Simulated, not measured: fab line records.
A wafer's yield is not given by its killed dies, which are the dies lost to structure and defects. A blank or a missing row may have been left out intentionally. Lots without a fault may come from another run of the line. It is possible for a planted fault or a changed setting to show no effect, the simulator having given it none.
A struck lot beside a sound one | flow n5_finfet | 17 steps out of a route of 1938
Sound: these wafers, L720.1, L720.5, L720.6. Struck: wafer L733.2 (L733.3, L733.6, from the same lot, were not struck and are left out); the cause is given at the end.
For every step that has rows: the tool of each side, followed by ch and its chambers, followed by its first start. Under that, the readings that differ: sound wafers | struck wafers | difference of the means | sigmas: that difference in standard deviations of wafers without a fault.
alike: a reading whose means differ by less than 2 such deviations, as well as words and numbers matching on both sides. not compared: withheld readings; readings where some wafer has no value; bounds like >300 that might hide an equal value; numbers whose values overlap and for which the record gives no deviation.
A row with sigmas, a row that says differs or no value, or rows on one side alone: a step with any of these is where the two part. Non-overlapping numbers with no deviation appear without sigmas and do not part them. A reading missing from all wafers of one side parts the sides only when that side holds two or more wafers.

first, 4 steps without rows for these wafers: N5_BEOL_M10_HM_STRIP_39 (strips TiN in peroxide tin strip, target depth 25 nm, time 158 s); N5_BEOL_M10_SRD_40 (time 30 s); N5_BEOL_M10_PRECLEAN_42 (cleans in residue remover, time 60 s); N5_BEOL_M10_SRD_43 (time 30 s).
N5_BEOL_M10_CD_MEAS_35: the cd target is 70 nm.
  sound on cd_sem-02 at day 9 21:55; struck on cd_sem-02 at day 13 20:48
  alike: cd_nm
then, 1 step without rows for these wafers: N5_BEOL_M10_CURE_72 (cures SiCOH lowk, time 120 s).
N5_BEOL_M10_DEGAS_44: time 60 s.
  sound on pvd_sputter-03 at day 9 22:32; struck on pvd_sputter-01 at day 13 21:13
  alike: heater_power_w, susceptor_temp_C
N5_BEOL_M10_PRE_CLEAN_45: time 30 s.
  sound on pvd_sputter-03 at day 9 22:35; struck on pvd_sputter-01 at day 13 21:16
  alike: heater_power_w, susceptor_temp_C
N5_BEOL_M10_ALD_74: deposits TaN, target thk 2 nm, pulse time 2 s, purge time 3 s.
  sound on ald_metal-03 ch 1,2,3, day 9 22:40; struck on ald_metal-03 ch 2, day 13 21:19
  alike: heater_power_w, precursor_vessel_temp_c, susceptor_temp_C
N5_BEOL_M10_SURFACE_TREAT_76:
  sound on pvd_sputter-03 at day 9 22:58; struck on pvd_sputter-03 at day 13 21:38
  not compared: throttle_valve_pct
then, 1 step without rows for these wafers: N5_BEOL_M10_CVD_75 (deposits Co from CCTBA/H2, target thk 2 nm, time 138.9 s).
N5_BEOL_M10_SPUTTER_48: material Cu, target thk 12 nm, time 2 s.
  sound on pvd_sputter-01 at day 9 23:09; struck on pvd_sputter-01 at day 13 21:57
  reading              | sound                | struck | difference | sigmas
  susceptor_temp_C (C) | -19.94 -19.97 -20.01 | -20.20 | -0.23      | -2
  alike: bias_v, chamber_pressure_pa, chuck_gas_flow_sccm, throttle_valve_pct
N5_BEOL_M10_ECD_50: material Cu, target thk 318 nm.
  sound on ecd_cu-01 ch 0,1, day 9 23:16; struck on ecd_cu-02 ch 1, day 13 22:04
  reading                                 | sound             | struck | difference | sigmas
  model.Cu_of_BEOL_M10_ECD_50.thk_nm (nm) | 315.2 321.4 318.6 | 541.8  | +223.4     |
then, 1 step without rows for these wafers: N5_BEOL_M10_ANNEAL_51 (time 90 s).
N5_BEOL_M10_CMP_52: polishes, stops on SiCOH lowk, t overpolish 7 s, target thk 140 nm.
  sound on cmp-02 ch 0,2,3, day 10 00:01; struck on cmp-01 ch 3, day 13 22:40
  reading                | sound    | struck | difference | sigmas
  time_to_endpoint_s (s) | 64 72 73 | 108    | +38        | +8
  alike: motor_current_A
N5_BEOL_M10_THK_MEAS_53: measures by xrf.
  sound on film_metro-01 at day 10 00:14; struck on film_metro-02 at day 13 22:53
  alike: M10_THK
after that, 1 step had no rows for these wafers: N5_PASSIVATION_PROBE_49.

== WHERE THEY PART ==
At N5_BEOL_M10_SPUTTER_48 first; at N5_BEOL_M10_CMP_52 last (within this record only). Later steps at which nothing parts them and some readings are alike: N5_BEOL_M10_THK_MEAS_53.

WHY: the cause the simulator had injected
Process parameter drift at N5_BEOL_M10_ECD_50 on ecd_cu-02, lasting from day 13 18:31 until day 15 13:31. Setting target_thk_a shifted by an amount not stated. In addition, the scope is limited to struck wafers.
